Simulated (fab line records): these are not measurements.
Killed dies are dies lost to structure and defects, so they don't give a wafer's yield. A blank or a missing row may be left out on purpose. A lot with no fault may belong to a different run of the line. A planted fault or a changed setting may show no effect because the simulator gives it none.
2 desks looking at one fault :: flow n5-finfet :: each desk holds nothing but its own numbers, with what lay behind them at the end

## FROM THE METROLOGY DESK
What the gauges read, lot by lot, whatever tool the lot ran on: means of the sampled wafers that have a number. If a lot's mean is further than 4 standard deviations from the usual mean, the lot is out of limits and carries the mark OUT (the distance appears in the brackets).
Columns: A = trench-depth-nm at N5_BEOL_M11_OCD_MEAS_38, usual 147.7 nm; B = M12_ILD_THK at N5_BEOL_M12_THK_MEAS_01, usual 660 nm
lot: L703
first seen here: day 10 14:53
A: 147.4
B: 657

lot: L702
first seen here: day 10 16:47
A: 150.5
B: 670

lot: L705
first seen here: day 11 02:22
A: 144.3
B: 665

lot: L708
first seen here: day 11 19:13
A: 150.2
B: 663

lot: L709
first seen here: day 12 03:22
A: 147.6
B: 657

lot: L713
first seen here: day 13 04:25
A: 147.1
B: 657

lot: L715
first seen here: day 14 00:41
A: 149.5
B: 690

lot: L720
first seen here: day 14 15:00
A: 149.4
B: 666

lot: L721
first seen here: day 15 10:04
A: 149.5
B: 658

lot: L722
first seen here: day 15 19:10
A: 149.9
B: 660
Finding of this desk: none of the 10 lots has anything out of limits.

## TOOL OWNER'S DESK, pecvd-04
The tool's own readings at N5_BEOL_M12_ILD_DEP_00 (deposits SiOC from DEMS/O2, target thk 658.92 nm, time 130.7 s): means of the sampled wafers that have a number, for each lot that ran on this tool. If a lot's mean is further than 4 standard deviations from the usual mean, the lot is out of limits and carries the mark OUT (the distance appears in the brackets).
Columns: A = heater-power-w at N5_BEOL_M12_ILD_DEP_00, usual 452 W; B = showerhead-plenum-p-Torr at N5_BEOL_M12_ILD_DEP_00, usual 5.695 Torr; C = throttle-valve-pct at N5_BEOL_M12_ILD_DEP_00, usual 12.1 %
lot: L705
first seen here: day 11 04:52
A: 436
B: 5.691
C: 11.6

lot: L708
first seen here: day 11 21:35
A: 410
B: 5.688
C: 11.6

lot: L715
first seen here: day 14 02:58
A: 418
B: 5.689
C: 12.3
Finding of this desk: none of the 3 lots has anything out of limits.

## PUT TOGETHER
From the metrology desk's view, nothing was out of limits.
The tool owner's desk saw nothing out of limits.

## WHAT THE SIMULATOR HAD INSERTED
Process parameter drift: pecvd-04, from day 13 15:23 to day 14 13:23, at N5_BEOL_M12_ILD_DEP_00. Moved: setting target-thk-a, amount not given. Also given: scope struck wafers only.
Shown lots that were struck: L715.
